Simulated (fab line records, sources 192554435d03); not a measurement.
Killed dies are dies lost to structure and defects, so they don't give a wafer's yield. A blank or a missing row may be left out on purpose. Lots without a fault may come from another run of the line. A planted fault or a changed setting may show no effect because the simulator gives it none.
Chamber matching | flow n5_finfet | N5_HKMG_FIN_CMP_94 on cmp-01: 4 sister chambers
The step polishes, stops on SiNx, t overpolish 4.7 s, target thk 43.299 nm. 4 wafers are shown with their chamber, then 11 later ones without.

WAFERS WITH THEIR CHAMBER
wafer  | chamber | motor_current_A (A)
L088.2 | 1       | 11.2
L088.4 | 2       | 17.2
L088.5 | 3       | 11.0
L092.1 | 0       | 12.3

WAFERS WITHOUT THEIR CHAMBER
wafer  | motor_current_A (A)
L092.3 | 11.0
L092.6 | 10.9
L094.1 | 17.1
L094.2 | 11.4
L094.6 | 11.6
L096.1 | 17.0
L096.2 | 11.0
L096.6 | 12.8
L097.1 | 12.7
L097.3 | 17.2
L097.5 | 12.4

WHICH CHAMBER EACH WENT THROUGH
wafer  | from the rows above          | in truth
L092.3 | can't be placed: 3 or 1      | 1
L092.6 | can't be placed: 3 or 1      | 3
L094.1 | 2                            | 2
L094.2 | can't be placed: 1 or 3      | 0
L094.6 | can't be placed: 1 or 3 or 0 | 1
L096.1 | 2                            | 2
L096.2 | can't be placed: 3 or 1      | 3
L096.6 | 0                            | 0
L097.1 | 0                            | 0
L097.3 | 2                            | 2
L097.5 | 0                            | 0
Placed correctly: 6 of 11. Can't be placed from these rows: 5 (the true chamber is among the candidates in 4). Placed wrongly: 0.
How it was worked out, from the rows above alone: a wafer's distance from a chamber is the root of the sum, over the readings, of the square of ((its reading less the chamber's mean) divided by the reading's scatter). The wafer belongs to the nearest chamber; if the next one is less than 2 further off, it can't be placed. A chamber's mean is the mean of its shown wafers. The scatter: with one shown wafer a chamber, the root of the mean of the squares of how far each hidden wafer lies from its nearest shown one.
